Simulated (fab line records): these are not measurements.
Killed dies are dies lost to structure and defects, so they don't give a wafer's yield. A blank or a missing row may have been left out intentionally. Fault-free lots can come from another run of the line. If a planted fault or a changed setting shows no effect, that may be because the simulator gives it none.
Chamber matching -- flow n5 finfet -- N5_BEOL_M9_CMP_52 on cmp-02 has 4 sister chambers
The step polishes, stops on SiCOH lowk, t overpolish 7 s, target thk 140 nm. 16 wafers are shown with their chamber, then 8 later ones without.

## EACH WAFER AND ITS CHAMBER
wafer,chamber,motor current A (A),time to endpoint s (s),barrier field endpoint s (s)
L138.1,2,6.8,65,29.2
L138.2,1,6.3,71,30.0
L138.5,3,6.2,64,28.8
L139.1,3,6.0,65,28.8
L139.2,2,6.9,66,28.5
L139.3,1,6.1,68,29.8
L145.3,2,6.7,64,28.4
L145.4,0,7.3,64,29.1
L145.5,3,6.0,62,28.8
L146.1,3,6.5,63,28.5
L146.2,2,7.1,64,28.5
L146.6,0,7.3,68,30.1
L155.1,2,6.8,63,28.7
L155.4,0,7.4,65,29.4
L155.5,0,7.0,62,28.2
L156.2,0,7.2,63,28.1

SIGNATURES (means of the wafers above)
reading,chamber 0,chamber 1,chamber 2,chamber 3,scatter within a chamber
motor current A,7.240,6.200,6.860,6.175,0.176
time to endpoint s,64.40,69.50,64.40,63.50,1.73
barrier field endpoint s,28.980,29.900,28.660,28.725,0.527
Rule: for each reading, subtract the chamber's mean from the wafer's reading, divide by that reading's scatter and square the result; add these up over the readings and take the root, which gives the wafer's distance from the chamber. If the next closest chamber is less than 2 further off than the closest, the wafer can't be placed; otherwise it belongs to the closest. The scatter: take each reading less its chamber's mean, square it, sum over the shown wafers, divide by the number of wafers less the number of chambers, and take the root.

## WAFERS WHOSE CHAMBER IS MISSING
wafer,motor current A (A),time to endpoint s (s),barrier field endpoint s (s)
L156.4,7.2,62,28.4
L156.6,6.3,60,28.1
L159.3,6.4,66,29.5
L159.5,6.0,63,29.1
L159.6,7.2,61,29.0
L160.1,6.0,69,29.3
L160.4,6.3,64,28.4
L160.6,6.5,70,29.7

## EACH ONE'S CHAMBER
wafer,from the rows above,in truth
L156.4,can't be placed: 0 or 2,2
L156.6,can't be placed: 3 or 2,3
L159.3,can't be placed: 3 or 1 or 2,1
L159.5,3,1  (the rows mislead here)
L159.6,can't be placed: 0 or 2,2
L160.1,can't be placed: 1 or 3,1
L160.4,3,3
L160.6,1,1
Correct placement for 2 of the 8. These rows do not allow placing 5 (true chamber among the candidates in 5). Wrongly placed: 1.
